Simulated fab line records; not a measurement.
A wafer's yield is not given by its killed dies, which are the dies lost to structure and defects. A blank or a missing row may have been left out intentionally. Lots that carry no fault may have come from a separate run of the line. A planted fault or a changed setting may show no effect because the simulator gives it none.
fab line records || flow n5-finfet
record {"lots": 4, "wafers": 8, "last-day": 16}
route steps=1938 shown BEOL_M14@1741 BEOL_M15@1773
lots that met no fault: taken from a fault-free run of the same line
start-h: hours from the record's opening day to when the first of the lot's shown wafers began || wait-h: hours from the lot's prior step to this one || " repeats the value in the row above || L1.1+2: a row that stands for several wafers || - either no value or no given start || * or withheld: withheld || < > ~ a bound
route shown NAME@n: NAME is a module with steps in the file, n the number in the route of the first one || usual: mean/standard deviation taken from wafers without a fault || same: alike in all rows || chamber/n: place in a boat || sites: the reading at each site || _std_site: standard deviation across them || _edge_site: outer sites' mean less inner sites' || radius-mm: how far each site lies from the wafer's centre || mask NAME#n: copy n || behind: the last tool/chamber to shape the wafer || hold: reason for holding the lot/hours on hold/outcome of the hold || device: names the non-switching transistor (n, p or np) || end of line: at the end of the route, the tests of the same wafers || step lacking rows: just its recipe || killed: dies lost to structure and defects at the first sort, not the wafer's yield || map: a wafer's dies, x killed, . not, _ none there
set.NAME: the setting the step ran with; set.NAME@STEP: the setting that earlier step ran with || model.NAME: the simulator's own value behind a step, which no gauge read
lots at selected steps of the route; one table per step, one row per wafer
services: a tool's chamber out of use, with start hour (start-h, from the record's first day; less than 0 if before it), hours out, and reason
## steps
# step N5_BEOL_M14_SOFTBAKE_23
# recipe {"temp-c": 130, "time-s": 60}
# step N5_BEOL_M14_EXPOSE_25
# recipe {"mask-id": "M14", "na": 0.8, "source-shape": "annular", "sigma-inner": 0.5, "sigma-outer": 0.8, "polarization": "unpolarized", "target-cd-nm": 280, "dose-mj": 26.6}
# step N5_BEOL_M14_PEB_26
# recipe {"peb-temp-c": 130, "peb-time-s": 90}
# step N5_BEOL_M14_DEVELOP_27
# recipe {"develop-time-s": 45, "rinse-liquid": "diw", "dry": "air-spin", "dev-temp-c": 21}
# step N5_BEOL_M14_HARDBAKE_32
# recipe {"temp-c": 130, "time-s": 120}
# step N5_BEOL_M14_DESCUM_33
# recipe {"chemistry": "O2", "time-s": 7.9, "source-power-w": 50, "bias-power-w": 20, "pressure-mtorr": 20, "rf-frequency-hz": 2.712e+07, "temp-c": 40, "o2-flow-sccm": 225}
# step N5_BEOL_M14_ETCH_67
# recipe {"chemistry": "CF4", "target": "SiARC", "target-depth-a": 1430, "time-s": 238.3, "ion-energy-ev": 80, "pressure-mtorr": 40, "source-w": 545, "bias-w": 36, "Ar_flow_sccm": 100, "cf4-flow-sccm": 100, "ends": "cleared"}
# step N5_BEOL_M14_ETCH_68
# recipe {"chemistry": "N2/H2", "target": "SOC", "mask-material": "SiARC", "source-w": 3000, "bias-w": 350, "temp-c": 40, "time-s": 450, "ion-energy-ev": 200, "pressure-mtorr": 30, "n2-flow-sccm": 200, "h2-flow-sccm": 200}
# step N5_BEOL_M14_STRIP_69
# recipe {"chemistry": "N2/H2", "temp-c": 40, "n2-flow-sccm": 200, "h2-flow-sccm": 200, "rf-frequency-hz": 6e+07}
# step N5_BEOL_M14_TRENCH_ETCH_34
# recipe {"chemistry": "C4F8/O2/Ar", "target": "SiO2", "target-depth-a": 5566.5, "mask-material": "SOC", "he-inner-torr": 15, "he-outer-torr": 30, "time-s": 126.9, "ion-energy-ev": 800, "pressure-mtorr": 20, "source-w": 1905, "bias-w": 2040, "Ar_flow_sccm": 400, "C4F8_flow_sccm": 16, "O2_flow_sccm": 12}
# usual {"drypump-motor-current-A": "5.8/0.4", "oes-product-au": "0.79/0.076", "rf-vpp-V": "2226/13", "showerhead-plenum-p-Torr": "3.43/0.099", "throttle-valve-pct": "31.0/0.36"}
{"lot.wafer": "L554.2", "tool": "rie-diel-01", "chamber": 0, "start-h": 278.94, "wait-h": 0.0, "drypump-motor-current-A": 5.5, "oes-product-au": 0.83, "rf-hours-counter-h": 69, "rf-vpp-V": 2228, "showerhead-plenum-p-Torr": 3.36, "throttle-valve-pct": 31.4, "model.etch.depth-nm": 555.5}
{"lot.wafer": "L554.3", "tool": "rie-diel-01", "chamber": 2, "start-h": 278.94, "wait-h": 0.0, "drypump-motor-current-A": 5.9, "oes-product-au": 0.70, "rf-hours-counter-h": 221, "rf-vpp-V": 2249, "showerhead-plenum-p-Torr": 3.54, "throttle-valve-pct": 31.2, "model.etch.depth-nm": 548.4}
{"lot.wafer": "L554.6", "tool": "rie-diel-01", "chamber": 3, "start-h": 278.94, "wait-h": 0.0, "drypump-motor-current-A": 6.1, "oes-product-au": 0.86, "rf-hours-counter-h": "-", "rf-vpp-V": 2218, "showerhead-plenum-p-Torr": 3.35, "throttle-valve-pct": 30.4, "model.etch.depth-nm": 564.8}
{"lot.wafer": "L556.4", "tool": "rie-diel-01", "chamber": 0, "start-h": 317.73, "wait-h": 0.0, "drypump-motor-current-A": 5.5, "oes-product-au": 0.82, "rf-hours-counter-h": 81, "rf-vpp-V": 2228, "showerhead-plenum-p-Torr": 3.35, "throttle-valve-pct": 31.4, "model.etch.depth-nm": 776.5}
{"lot.wafer": "L557.3", "tool": "rie-diel-01", "chamber": 0, "start-h": 321.89, "wait-h": 0.0, "drypump-motor-current-A": 5.4, "oes-product-au": 0.82, "rf-hours-counter-h": 82, "rf-vpp-V": 2229, "showerhead-plenum-p-Torr": 3.35, "throttle-valve-pct": 31.4, "model.etch.depth-nm": 781}
{"lot.wafer": "L564.4", "tool": "rie-diel-03", "chamber": 1, "start-h": 348.47, "wait-h": 0.0, "drypump-motor-current-A": 5.8, "oes-product-au": 0.81, "rf-hours-counter-h": 95, "rf-vpp-V": 2217, "showerhead-plenum-p-Torr": 3.61, "throttle-valve-pct": 30.7, "model.etch.depth-nm": 549.8}
{"lot.wafer": "L564.5", "tool": "rie-diel-03", "chamber": 1, "start-h": 348.47, "wait-h": 0.0, "drypump-motor-current-A": 5.8, "oes-product-au": 0.81, "rf-hours-counter-h": "-", "rf-vpp-V": 2218, "showerhead-plenum-p-Torr": 3.61, "throttle-valve-pct": 30.7, "model.etch.depth-nm": 545.9}
{"lot.wafer": "L564.6", "tool": "rie-diel-03", "chamber": 0, "start-h": 348.47, "wait-h": 0.0, "drypump-motor-current-A": 6.0, "oes-product-au": 0.93, "rf-hours-counter-h": "-", "rf-vpp-V": 2235, "showerhead-plenum-p-Torr": 3.51, "throttle-valve-pct": 31.1, "model.etch.depth-nm": 569.3}
# step N5_BEOL_M14_STRIP_70
# recipe {"chemistry": "C4F8/O2/Ar", "resist": "SiARC", "rf-frequency-hz": 6e+07}
# step N5_BEOL_M14_OCD_MEAS_35
# usual {"trench-depth-nm": "556/7.7"}
{"lot.wafer": "L554.2", "tool": "ocd-01", "chamber": "-", "start-h": 279.09, "wait-h": 0.0, "trench-depth-nm": 556}
{"lot.wafer": "L554.3", "tool": "ocd-01", "chamber": "-", "start-h": 279.09, "wait-h": 0.0, "trench-depth-nm": 548}
{"lot.wafer": "L554.6", "tool": "ocd-01", "chamber": "-", "start-h": 279.09, "wait-h": 0.0, "trench-depth-nm": 565}
{"lot.wafer": "L556.4", "tool": "ocd-01", "chamber": "-", "start-h": 317.89, "wait-h": 0.0, "trench-depth-nm": 776}
{"lot.wafer": "L557.3", "tool": "ocd-02", "chamber": "-", "start-h": 322.05, "wait-h": 0.0, "trench-depth-nm": 781}
{"lot.wafer": "L564.4", "tool": "ocd-01", "chamber": "-", "start-h": 348.63, "wait-h": 0.0, "trench-depth-nm": 550}
{"lot.wafer": "L564.5", "tool": "ocd-01", "chamber": "-", "start-h": 348.63, "wait-h": 0.0, "trench-depth-nm": 546}
{"lot.wafer": "L564.6", "tool": "ocd-01", "chamber": "-", "start-h": 348.63, "wait-h": 0.0, "trench-depth-nm": 570}
# step N5_BEOL_M14_STRIP_37
# recipe {"chemistry": "O2", "power-w": 600, "temp-c": 60, "pressure-mtorr": 30, "rf-frequency-hz": 6e+07, "bias-power-w": 0, "overash-fraction": 0.3, "o2-flow-sccm": 225}
# step N5_BEOL_M14_ETCH_38
# recipe {"chemistry": "CF4/N2", "target": "SiCN", "target-depth-a": 1065, "taper-deg": 2, "time-s": 120.6, "ion-energy-ev": 150, "mask-material": "SiO2", "pressure-mtorr": 40, "source-w": 430, "bias-w": 70, "Ar_flow_sccm": 100, "cf4-flow-sccm": 60, "n2-flow-sccm": 60}
# step N5_BEOL_M14_PRECLEAN_39
# recipe {"chemistry": "residue-remover", "time-s": 60, "temp-c": 40}
# step N5_BEOL_M14_SRD_40
# recipe {"time-s": 30, "temp-c": 23, "rinse-liquid": "diw", "dry": "n2-spin", "spin-rpm": 1500, "dry-time-s": 30}
# step N5_BEOL_M14_DEGAS_41
# recipe {"ambient": "vacuum", "temp-c": 300, "time-s": 60}
# step N5_BEOL_M14_PRE_CLEAN_42
# recipe {"gas": "H2/He", "time-s": 30, "temp-c": 300}
# step N5_BEOL_M14_SPUTTER_43
# recipe {"material": "TaN", "target-thk-a": 150, "temp-c": 50, "bias-v": 168.6, "power-w": 15000, "chamber-pressure-pa": 0.12, "time-s": 24.19}
# step N5_BEOL_M14_SPUTTER_44
# recipe {"material": "Ta", "target-thk-a": 150, "temp-c": 50, "bias-v": 80, "power-w": 15000, "chamber-pressure-pa": 0.07, "time-s": 24.19}
# step N5_BEOL_M14_SPUTTER_45
# recipe {"material": "Cu", "target-thk-a": 1000, "temp-c": -20, "bias-v": 60, "power-w": 26000, "chamber-pressure-pa": 0.13, "time-s": 16.67}
# step N5_BEOL_M14_ECD_47
# recipe {"material": "Cu", "target-thk-a": 12480}
# step N5_BEOL_M14_ANNEAL_48
# recipe {"temp-c": 225, "time-s": 90, "ambient": "N2"}
# step N5_BEOL_M14_CMP_49
# recipe {"stop-on": "SiO2", "t-overpolish-s": 5.2, "down-force-psi": 2, "platen-rpm": 80, "clearing-platen-down-force-psi": 2, "clearing-platen-rpm": 80, "post-cmp-clean": "cu-alkaline", "target-thk-nm": 560, "clearing-platen-pad-velocity-m-s": 1.5917, "pad-velocity-m-s": 1.5917}
# usual {"barrier-field-endpoint-s": "11.46/0.27", "motor-current-A": "7.6/0.99", "overpolish-run-s": "5.200/0.0087", "time-to-endpoint-s": "124/3.9"}
{"lot.wafer": "L554.2", "tool": "cmp-04", "chamber": 1, "start-h": 281.03, "wait-h": 0.2, "barrier-field-endpoint-s": 11.47, "motor-current-A": 7.0, "overpolish-run-s": 5.200, "time-to-endpoint-s": 117, "model.Cu_of_BEOL_M14_ECD_47.thk-nm": 558.2}
{"lot.wafer": "L554.3", "tool": "cmp-04", "chamber": 0, "start-h": 281.03, "wait-h": 0.2, "barrier-field-endpoint-s": 11.47, "motor-current-A": 8.7, "overpolish-run-s": 5.200, "time-to-endpoint-s": 123, "model.Cu_of_BEOL_M14_ECD_47.thk-nm": 551.4}
{"lot.wafer": "L554.6", "tool": "cmp-04", "chamber": 2, "start-h": 281.03, "wait-h": 0.2, "barrier-field-endpoint-s": 11.39, "motor-current-A": 6.8, "overpolish-run-s": 5.202, "time-to-endpoint-s": 120, "model.Cu_of_BEOL_M14_ECD_47.thk-nm": 569.2}
{"lot.wafer": "L556.4", "tool": "cmp-04", "chamber": 2, "start-h": 322.42, "wait-h": 0.2, "barrier-field-endpoint-s": 11.10, "motor-current-A": 6.9, "overpolish-run-s": 5.206, "time-to-endpoint-s": 122, "model.Cu_of_BEOL_M14_ECD_47.thk-nm": 780.2}
{"lot.wafer": "L557.3", "tool": "cmp-04", "chamber": 2, "start-h": 323.71, "wait-h": 0.3, "barrier-field-endpoint-s": 11.36, "motor-current-A": 6.7, "overpolish-run-s": 5.197, "time-to-endpoint-s": 121, "model.Cu_of_BEOL_M14_ECD_47.thk-nm": 785.2}
{"lot.wafer": "L564.4", "tool": "cmp-03", "chamber": 0, "start-h": 353.05, "wait-h": 0.1, "barrier-field-endpoint-s": 11.45, "motor-current-A": 6.2, "overpolish-run-s": 5.213, "time-to-endpoint-s": 125, "model.Cu_of_BEOL_M14_ECD_47.thk-nm": 554}
{"lot.wafer": "L564.6", "tool": "cmp-03", "chamber": 0, "start-h": 353.05, "wait-h": 0.1, "barrier-field-endpoint-s": 11.32, "motor-current-A": 6.0, "overpolish-run-s": 5.204, "time-to-endpoint-s": 125, "model.Cu_of_BEOL_M14_ECD_47.thk-nm": 574.2}
{"lot.wafer": "L564.5", "tool": "cmp-03", "chamber": 1, "start-h": 353.05, "wait-h": 0.1, "barrier-field-endpoint-s": 11.46, "motor-current-A": 8.8, "overpolish-run-s": 5.212, "time-to-endpoint-s": 125, "model.Cu_of_BEOL_M14_ECD_47.thk-nm": 549.8}
# step N5_BEOL_M14_THK_MEAS_50
# recipe {"thk-meas-gauge": "xrf", "reads": "Cu_of_BEOL_M14_ECD_47"}
# usual {"M14_THK": "571/8.9"}
{"lot.wafer": "L554.2", "tool": "film-metro-02", "chamber": "-", "start-h": 281.33, "wait-h": "-", "M14_THK[nm]": 565}
{"lot.wafer": "L554.3", "tool": "film-metro-02", "chamber": "-", "start-h": 281.33, "wait-h": "-", "M14_THK[nm]": 558}
{"lot.wafer": "L554.6", "tool": "film-metro-02", "chamber": "-", "start-h": 281.33, "wait-h": "-", "M14_THK[nm]": 576}
{"lot.wafer": "L556.4", "tool": "film-metro-01", "chamber": "-", "start-h": 322.64, "wait-h": "-", "M14_THK[nm]": 802}
{"lot.wafer": "L557.3", "tool": "film-metro-01", "chamber": "-", "start-h": 323.89, "wait-h": "-", "M14_THK[nm]": 813}
{"lot.wafer": "L564.4", "tool": "film-metro-01", "chamber": "-", "start-h": 353.35, "wait-h": "-", "M14_THK[nm]": 561}
{"lot.wafer": "L564.5", "tool": "film-metro-01", "chamber": "-", "start-h": 353.35, "wait-h": "-", "M14_THK[nm]": 561}
{"lot.wafer": "L564.6", "tool": "film-metro-01", "chamber": "-", "start-h": 353.35, "wait-h": "-", "M14_THK[nm]": 583}
# step N5_BEOL_M14_PRE_CLEAN_52
# recipe {"gas": "NH3", "time-s": 15, "temp-c": "withheld", "rf-power-w": 300}
# step N5_BEOL_M14_DEP_53
# recipe {"material": "SiCN", "target-thk-a": 500, "temp-c": "withheld", "precursor": "3MS/NH3", "pressure-torr": 3, "rf-w": 675, "time-s": 17.8}
# step N5_BEOL_M14_RS_MEAS_54
# recipe {"thk-meas-gauge": "four-point-probe", "reads": "Cu_of_BEOL_M14_ECD_47+Ta_of_BEOL_M14_SPUTTER_44+TaN_of_BEOL_M14_SPUTTER_43"}
# usual {"M14_RS": "0.0332/0.00048"}
{"lot.wafer": "L554.2", "tool": "film-metro-01", "chamber": "-", "start-h": 281.49, "wait-h": 0.1, "M14_RS[ohm/sq]": 0.0333}
{"lot.wafer": "L554.3", "tool": "film-metro-01", "chamber": "-", "start-h": 281.49, "wait-h": 0.1, "M14_RS[ohm/sq]": 0.0337}
{"lot.wafer": "L554.6", "tool": "film-metro-01", "chamber": "-", "start-h": 281.49, "wait-h": 0.1, "M14_RS[ohm/sq]": 0.0326}
{"lot.wafer": "L556.4", "tool": "film-metro-01", "chamber": "-", "start-h": 322.80, "wait-h": 0.1, "M14_RS[ohm/sq]": 0.0236}
{"lot.wafer": "L557.3", "tool": "film-metro-02", "chamber": "-", "start-h": 324.02, "wait-h": 0.1, "M14_RS[ohm/sq]": 0.0235}
{"lot.wafer": "L564.4", "tool": "film-metro-01", "chamber": "-", "start-h": 353.48, "wait-h": 0.0, "M14_RS[ohm/sq]": 0.0335}
{"lot.wafer": "L564.5", "tool": "film-metro-01", "chamber": "-", "start-h": 353.48, "wait-h": 0.0, "M14_RS[ohm/sq]": 0.0338}
{"lot.wafer": "L564.6", "tool": "film-metro-01", "chamber": "-", "start-h": 353.48, "wait-h": 0.0, "M14_RS[ohm/sq]": 0.0323}
# step N5_BEOL_M15_ILD_DEP_00
# recipe {"material": "SiO2", "target-thk-a": 16293, "temp-c": 400, "precursor": "TEOS/O2", "pressure-torr": 6.5, "rf-w": 900, "teos-flow-sccm": 161.4, "gas": "O2", "flow-sccm": 2650, "time-s": 346.1}
# step N5_BEOL_M15_COAT_58
# recipe {"resist": "BARC", "temp-c": 205, "time-s": 60, "spin-rpm": 1500, "resist-thk-nm": 89}
# step N5_BEOL_M15_COAT_04
# recipe {"spin-rpm": 1704, "resist-thk-nm": 800}
# step N5_BEOL_M15_EBR_06
# recipe {"solvent": "PGMEA", "ebr-width-mm": 1.5}
# step N5_BEOL_M15_SOFTBAKE_05
# recipe {"temp-c": 130, "time-s": 60}
# step N5_BEOL_M15_EXPOSE_07
# recipe {"mask-id": "V14", "na": 0.8, "source-shape": "annular", "sigma-inner": 0.5, "sigma-outer": 0.8, "polarization": "unpolarized", "attpsm-phase-deg": 180, "dose-mj": 41.25}
# step N5_BEOL_M15_PEB_08
# recipe {"peb-temp-c": 130, "peb-time-s": 90}
# step N5_BEOL_M15_DEVELOP_09
# recipe {"develop-time-s": 45, "rinse-liquid": "diw", "dry": "air-spin", "dev-temp-c": 21}
# step N5_BEOL_M15_HARDBAKE_14
# recipe {"temp-c": 130, "time-s": 120}
# step N5_BEOL_M15_RC_MEAS_101
# usual {"COMB_M10": "1.5e-11/3.3e-12", "COMB_M11": "1.5e-11/3.1e-12", "COMB_M12": "6.3e-12/1.5e-12", "COMB_M13": "4.6e-12/1.1e-12", "COMB_M15": "2.4e-12/8.5e-13", "COMB_M5": "3.6e-11/6.3e-12", "COMB_M6": "2.5e-11/5.3e-12", "COMB_M7": "2.6e-11/4.8e-12", "COMB_M8": "2.5e-11/5.5e-12", "COMB_M8_max_site": "3.7e-11/9.5e-12", "SERP_M10": "3.06/0.06", "SERP_M11": "3.06/0.072", "SERP_M11_max_site": "3.16/0.077", "SERP_M12": "0.639/0.013", "SERP_M13": "0.310/0.0053", "SERP_M14": "0.1604/0.0028", "SERP_M14_max_site": "0.1621/0.0028", "SERP_M5": "38.8/1.5", "SERP_M6": "13.6/0.43", "SERP_M7": "13.8/0.5", "SERP_M7_max_site": "14.4/0.58", "SERP_M8": "14.0/0.42"}
{"lot.wafer": "L554.2", "tool": "prober-02", "chamber": 0, "start-h": 287.42, "wait-h": 0.2, "COMB_M10[S/m]": 1.3e-11, "COMB_M11[S/m]": 1.2e-11, "COMB_M12[S/m]": 4.7e-12, "COMB_M13[S/m]": 4e-12, "COMB_M15[S/m]": 1.6e-12, "COMB_M5[S/m]": 3e-11, "COMB_M6[S/m]": 3e-11, "COMB_M7[S/m]": 2.8e-11, "COMB_M8[S/m]": 3e-11, "COMB_M8_max_site[S/m]": 4.4e-11, "SERP_M10[ohm/um]": 3.13, "SERP_M11[ohm/um]": 3.11, "SERP_M11_max_site[ohm/um]": 3.29, "SERP_M12[ohm/um]": 0.648, "SERP_M13[ohm/um]": 0.312, "SERP_M14[ohm/um]": 0.1590, "SERP_M14_max_site[ohm/um]": 0.1604, "SERP_M5[ohm/um]": 38.1, "SERP_M6[ohm/um]": 13.3, "SERP_M7[ohm/um]": 13.4, "SERP_M7_max_site[ohm/um]": 14.8, "SERP_M8[ohm/um]": 13.6}
{"lot.wafer": "L554.3", "tool": "prober-02", "chamber": 0, "start-h": 287.42, "wait-h": 0.2, "COMB_M10[S/m]": 1.5e-11, "COMB_M11[S/m]": 1.4e-11, "COMB_M12[S/m]": 2.7e-12, "COMB_M13[S/m]": 4.3e-12, "COMB_M15[S/m]": 1.8e-12, "COMB_M5[S/m]": 3.1e-11, "COMB_M6[S/m]": 3.1e-11, "COMB_M7[S/m]": 3.1e-11, "COMB_M8[S/m]": 2.4e-11, "COMB_M8_max_site[S/m]": 3.5e-11, "SERP_M10[ohm/um]": 3.06, "SERP_M11[ohm/um]": 3.10, "SERP_M11_max_site[ohm/um]": 3.25, "SERP_M12[ohm/um]": 0.630, "SERP_M13[ohm/um]": 0.305, "SERP_M14[ohm/um]": 0.1639, "SERP_M14_max_site[ohm/um]": 0.1653, "SERP_M5[ohm/um]": 38.7, "SERP_M6[ohm/um]": 13.9, "SERP_M7[ohm/um]": 14.4, "SERP_M7_max_site[ohm/um]": 15.0, "SERP_M8[ohm/um]": 13.7}
{"lot.wafer": "L554.6", "tool": "prober-02", "chamber": 0, "start-h": 287.42, "wait-h": 0.2, "COMB_M10[S/m]": 1.3e-11, "COMB_M11[S/m]": 1.2e-11, "COMB_M12[S/m]": 6.4e-12, "COMB_M13[S/m]": 4.4e-12, "COMB_M15[S/m]": 1.8e-12, "COMB_M5[S/m]": 3.6e-11, "COMB_M6[S/m]": 3.2e-11, "COMB_M7[S/m]": 3.7e-11, "COMB_M8[S/m]": 3.5e-11, "COMB_M8_max_site[S/m]": 4.4e-11, "SERP_M10[ohm/um]": 3.16, "SERP_M11[ohm/um]": 3.11, "SERP_M11_max_site[ohm/um]": 3.21, "SERP_M12[ohm/um]": 0.618, "SERP_M13[ohm/um]": 0.307, "SERP_M14[ohm/um]": 0.1570, "SERP_M14_max_site[ohm/um]": 0.1593, "SERP_M5[ohm/um]": 38.7, "SERP_M6[ohm/um]": 13.7, "SERP_M7[ohm/um]": 13.6, "SERP_M7_max_site[ohm/um]": 14.8, "SERP_M8[ohm/um]": 14.1}
{"lot.wafer": "L556.4", "tool": "prober-01", "chamber": 0, "start-h": 330.40, "wait-h": 0.5, "COMB_M10[S/m]": 2e-11, "COMB_M11[S/m]": 1.5e-11, "COMB_M12[S/m]": 7.6e-12, "COMB_M13[S/m]": 4.8e-12, "COMB_M15[S/m]": 2.8e-12, "COMB_M5[S/m]": 4.2e-11, "COMB_M6[S/m]": 3.1e-11, "COMB_M7[S/m]": 2.5e-11, "COMB_M8[S/m]": 2.5e-11, "COMB_M8_max_site[S/m]": 2.9e-11, "SERP_M10[ohm/um]": 2.99, "SERP_M11[ohm/um]": 2.99, "SERP_M11_max_site[ohm/um]": 3.08, "SERP_M12[ohm/um]": 0.640, "SERP_M13[ohm/um]": 0.314, "SERP_M14[ohm/um]": 0.1137, "SERP_M14_max_site[ohm/um]": 0.1146, "SERP_M5[ohm/um]": 38.2, "SERP_M6[ohm/um]": 13.9, "SERP_M7[ohm/um]": 13.9, "SERP_M7_max_site[ohm/um]": 14.7, "SERP_M8[ohm/um]": 14.3}
{"lot.wafer": "L557.3", "tool": "prober-02", "chamber": 0, "start-h": 332.90, "wait-h": 0.8, "COMB_M10[S/m]": 9e-12, "COMB_M11[S/m]": 1.5e-11, "COMB_M12[S/m]": 4.5e-12, "COMB_M13[S/m]": 5.9e-12, "COMB_M15[S/m]": 2e-12, "COMB_M5[S/m]": 3.4e-11, "COMB_M6[S/m]": 2.6e-11, "COMB_M7[S/m]": 2.4e-11, "COMB_M8[S/m]": 2.1e-11, "COMB_M8_max_site[S/m]": 3.2e-11, "SERP_M10[ohm/um]": 3.05, "SERP_M11[ohm/um]": 3.10, "SERP_M11_max_site[ohm/um]": 3.17, "SERP_M12[ohm/um]": 0.657, "SERP_M13[ohm/um]": 0.313, "SERP_M14[ohm/um]": 0.1123, "SERP_M14_max_site[ohm/um]": 0.1129, "SERP_M5[ohm/um]": 38.3, "SERP_M6[ohm/um]": 14.1, "SERP_M7[ohm/um]": 13.7, "SERP_M7_max_site[ohm/um]": 14.2, "SERP_M8[ohm/um]": 13.8}
{"lot.wafer": "L564.4", "tool": "prober-02", "chamber": 0, "start-h": 360.80, "wait-h": 0.5, "COMB_M10[S/m]": 1.6e-11, "COMB_M11[S/m]": 1.9e-11, "COMB_M12[S/m]": 5.8e-12, "COMB_M13[S/m]": 4.5e-12, "COMB_M15[S/m]": 2e-12, "COMB_M5[S/m]": 2.6e-11, "COMB_M6[S/m]": 2.2e-11, "COMB_M7[S/m]": 2.6e-11, "COMB_M8[S/m]": 2.3e-11, "COMB_M8_max_site[S/m]": 3e-11, "SERP_M10[ohm/um]": 3.16, "SERP_M11[ohm/um]": 3.00, "SERP_M11_max_site[ohm/um]": 3.05, "SERP_M12[ohm/um]": 0.626, "SERP_M13[ohm/um]": 0.295, "SERP_M14[ohm/um]": 0.1620, "SERP_M14_max_site[ohm/um]": 0.1636, "SERP_M5[ohm/um]": 39.9, "SERP_M6[ohm/um]": 13.3, "SERP_M7[ohm/um]": 13.5, "SERP_M7_max_site[ohm/um]": 13.7, "SERP_M8[ohm/um]": 13.6}
{"lot.wafer": "L564.5", "tool": "prober-02", "chamber": 0, "start-h": 360.80, "wait-h": 0.5, "COMB_M10[S/m]": 1.3e-11, "COMB_M11[S/m]": 1.2e-11, "COMB_M12[S/m]": 7.9e-12, "COMB_M13[S/m]": 4.7e-12, "COMB_M15[S/m]": 2.3e-12, "COMB_M5[S/m]": 3.7e-11, "COMB_M6[S/m]": 2.6e-11, "COMB_M7[S/m]": 2.1e-11, "COMB_M8[S/m]": 1.9e-11, "COMB_M8_max_site[S/m]": 2.7e-11, "SERP_M10[ohm/um]": 3.08, "SERP_M11[ohm/um]": 3.15, "SERP_M11_max_site[ohm/um]": 3.22, "SERP_M12[ohm/um]": 0.646, "SERP_M13[ohm/um]": 0.305, "SERP_M14[ohm/um]": 0.1631, "SERP_M14_max_site[ohm/um]": 0.1646, "SERP_M5[ohm/um]": 39.8, "SERP_M6[ohm/um]": 13.7, "SERP_M7[ohm/um]": 13.5, "SERP_M7_max_site[ohm/um]": 14.2, "SERP_M8[ohm/um]": 13.6}
{"lot.wafer": "L564.6", "tool": "prober-02", "chamber": 0, "start-h": 360.80, "wait-h": 0.5, "COMB_M10[S/m]": 1.2e-11, "COMB_M11[S/m]": 1.7e-11, "COMB_M12[S/m]": 6.1e-12, "COMB_M13[S/m]": 3e-12, "COMB_M15[S/m]": 1.6e-12, "COMB_M5[S/m]": 4.2e-11, "COMB_M6[S/m]": 2.2e-11, "COMB_M7[S/m]": 2.7e-11, "COMB_M8[S/m]": 2e-11, "COMB_M8_max_site[S/m]": 3.2e-11, "SERP_M10[ohm/um]": 3.03, "SERP_M11[ohm/um]": 2.96, "SERP_M11_max_site[ohm/um]": 3.06, "SERP_M12[ohm/um]": 0.637, "SERP_M13[ohm/um]": 0.299, "SERP_M14[ohm/um]": 0.1558, "SERP_M14_max_site[ohm/um]": 0.1574, "SERP_M5[ohm/um]": 40.0, "SERP_M6[ohm/um]": 13.7, "SERP_M7[ohm/um]": 13.4, "SERP_M7_max_site[ohm/um]": 14.0, "SERP_M8[ohm/um]": 13.7}
# sites SERP_M14 radius-mm=0,75,75,75,75,140,140,140,140
L554.2 0.1580 0.1589 0.1598 0.1604 0.1588 0.1599 0.1595 0.1586 0.1590
L556.4 0.1126 0.1143 0.1135 0.1146 0.1137 0.1122 0.1140 0.1145 0.1120
L557.3 0.1110 0.1124 0.1123 0.1123 0.1129 0.1105 0.1123 0.1123 0.1123
L564.4 0.1633 0.1636 0.1636 0.1619 0.1632 0.1605 0.1613 0.1609 0.1620
## services
{"tool": "cmp-03", "chamber": "-", "start-h": 256.25, "hours": 2.7, "kind": "repair"}
{"tool": "rie-diel-03", "chamber": 0, "start-h": 259.40, "hours": "-", "kind": "clean"}
{"tool": "rie-diel-03", "chamber": 0, "start-h": 259.40, "hours": "-", "kind": "consumable-replace:focus-ring"}
{"tool": "rie-diel-03", "chamber": 0, "start-h": 259.40, "hours": 20.5, "kind": "scheduled-down"}
{"tool": "rie-diel-03", "chamber": 0, "start-h": 259.40, "hours": 20.5, "kind": "vent-cycle"}
{"tool": "rie-diel-03", "chamber": "-", "start-h": 267.25, "hours": 1.6, "kind": "repair"}
{"tool": "rie-diel-03", "chamber": 3, "start-h": 279.88, "hours": "-", "kind": "clean"}
{"tool": "rie-diel-03", "chamber": 3, "start-h": 279.88, "hours": "-", "kind": "consumable-replace:focus-ring"}
{"tool": "rie-diel-03", "chamber": 3, "start-h": 279.88, "hours": "-", "kind": "consumable-replace:showerhead"}
{"tool": "rie-diel-03", "chamber": 3, "start-h": 279.88, "hours": 20.9, "kind": "scheduled-down"}
{"tool": "rie-diel-03", "chamber": 3, "start-h": 279.88, "hours": 20.9, "kind": "vent-cycle"}
{"tool": "cmp-03", "chamber": "-", "start-h": 309.49, "hours": 1.3, "kind": "repair"}
{"tool": "rie-diel-03", "chamber": 2, "start-h": 330.71, "hours": 4.4, "kind": "repair"}
## key
first-sign {"step": "N5_BEOL_M14_OCD_MEAS_35", "reading": "trench-depth-nm", "direction": "up", "sigmas": 29, "usual": 556, "struck": 779}
effect {"step": "N5_BEOL_M14_THK_MEAS_50", "reading": "M14_THK", "direction": "up", "sigmas": 27, "usual": 571, "struck": 807}
effect {"step": "N5_BEOL_M14_RS_MEAS_54", "reading": "M14_RS", "direction": "down", "sigmas": 20, "usual": 0.0332, "struck": 0.0236}
effect {"step": "N5_BEOL_M15_RC_MEAS_101", "reading": "SERP_M14", "direction": "down", "sigmas": 17, "usual": 0.1604, "struck": 0.1130}
model-effect {"step": "N5_BEOL_M14_TRENCH_ETCH_34", "value": "etch.depth-nm", "without": 556.3, "struck": 778.7}
model-effect {"step": "N5_BEOL_M14_CMP_49", "value": "Cu_of_BEOL_M14_ECD_47.thk-nm", "without": 560.2, "struck": 782.7}
met-at N5_BEOL_M14_TRENCH_ETCH_34
struck-wafers L556.4,L557.3
onset-between 278.94 317.73
earlier-fault {"kind": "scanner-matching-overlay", "tool": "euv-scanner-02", "chamber": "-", "onset-h": 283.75, "steps": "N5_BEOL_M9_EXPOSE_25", "offset": 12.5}
fault {"kind": "process-parameter-drift", "tool": "rie-diel-01", "chamber": 0, "onset-h": 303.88, "steps": "N5_BEOL_M14_TRENCH_ETCH_34", "channel": "time-s", "offset": "*", "shape": "step", "acts-in": "*", "stated": "*"}
